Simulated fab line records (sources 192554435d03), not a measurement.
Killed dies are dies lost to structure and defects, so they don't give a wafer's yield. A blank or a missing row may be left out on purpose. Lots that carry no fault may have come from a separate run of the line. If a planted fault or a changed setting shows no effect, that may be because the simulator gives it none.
Which tool was responsible? / flow n5Finfet / at 1 step of a route of 1938, 21 lots with 63 wafers sampled

WHAT EACH GAUGE READ, for each wafer
N5_HKMG_FIN_OVL_MEAS_13.
lot=L075; measured=day 4 11:37; on=overlay-01; NWFM_OVL (nm)=0.9 1.7 1.6
lot=L076; measured=day 4 15:08; on=overlay-01; NWFM_OVL (nm)=0.6 0.7 1.7
lot=L078; measured=day 5 01:56; on=overlay-01; NWFM_OVL (nm)=-0.5 -0.1 1.6
lot=L079; measured=day 5 07:13; on=overlay-02; NWFM_OVL (nm)=-0.9 -0.7 -0.3
lot=L080; measured=day 5 19:13; on=overlay-02; NWFM_OVL (nm)=0.4 1.4 0.3
lot=L081; measured=day 5 22:01; on=overlay-01; NWFM_OVL (nm)=1.4 0.8 0.9
lot=L082; measured=day 6 04:55; on=overlay-02; NWFM_OVL (nm)=-0.7 0.7 -1.5
lot=L084; measured=day 6 13:02; on=overlay-02; NWFM_OVL (nm)=-0.1 0.3 -0.2
lot=L083; measured=day 6 14:07; on=overlay-01; NWFM_OVL (nm)=0.3 -0.2 0.4
lot=L085; measured=day 6 23:32; on=overlay-02; NWFM_OVL (nm)=0.5 0.5 1.9
lot=L086; measured=day 7 04:29; on=overlay-01; NWFM_OVL (nm)=0.4 0.5 -0.1
lot=L088; measured=day 7 18:38; on=overlay-02; NWFM_OVL (nm)=-0.2 1.7 0.6
lot=L089; measured=day 7 20:38; on=overlay-01; NWFM_OVL (nm)=0.3 0.0 0.1
lot=L090; measured=day 8 02:01; on=overlay-02; NWFM_OVL (nm)=-0.4 0.0 -0.8
lot=L091; measured=day 8 08:08; on=overlay-02; NWFM_OVL (nm)=-1.0 -0.1 1.5
lot=L092; measured=day 8 14:37; on=overlay-01; NWFM_OVL (nm)=0.7 2.1 1.8
lot=L093; measured=day 9 00:52; on=overlay-01; NWFM_OVL (nm)=1.8 0.9 0.5
lot=L094; measured=day 9 08:46; on=overlay-02; NWFM_OVL (nm)=0.9 1.2 1.4
lot=L095; measured=day 9 10:04; on=overlay-02; NWFM_OVL (nm)=-0.2 0.2 0.4
lot=L096; measured=day 10 02:25; on=overlay-02; NWFM_OVL (nm)=0.8 -1.0 0.4
lot=L097; measured=day 10 04:43; on=overlay-01; NWFM_OVL (nm)=0.6 2.1 0.5

WHICH TOOL RAN EACH LOT (tool, then ch and the chambers of the sampled wafers, then the start)
No process step before these readings appears in the record.

AS READ BY THE TOOLS THEMSELVES (means over the sampled wafers that have a number; for cases with no such wafer, the mark the record gives instead)
The record holds no such reading with a usual standard deviation.

THE ANSWER, worked out from the rows above alone
Rule: the usual values come from the lots themselves. Put in order of their means at a reading, lots are off if they are a third of the lots or fewer, leave a main group of 4 or more, and stand apart from it by a gap of 3 or more times the standard deviation of the main group's means; of several such gaps the widest counts. A main group is skipped when, at the precision printed for the reading in the tables above, its means are all equal. A lot without any number at a reading at which 4 lots or more have one is off too. Where the step has rows for the other lots, those lots are counted as sound. After the gauges, taken in route order, come the tools' own readings; for these a lot's mean is taken, as printed above. The first step at which some lot is off is used, and at that step the reading that is off furthest; a lot without a number counts as furthest.
Across all readings shown, no lot is off: no conclusion can be drawn from this.

WHAT THE SIMULATOR PUT IN
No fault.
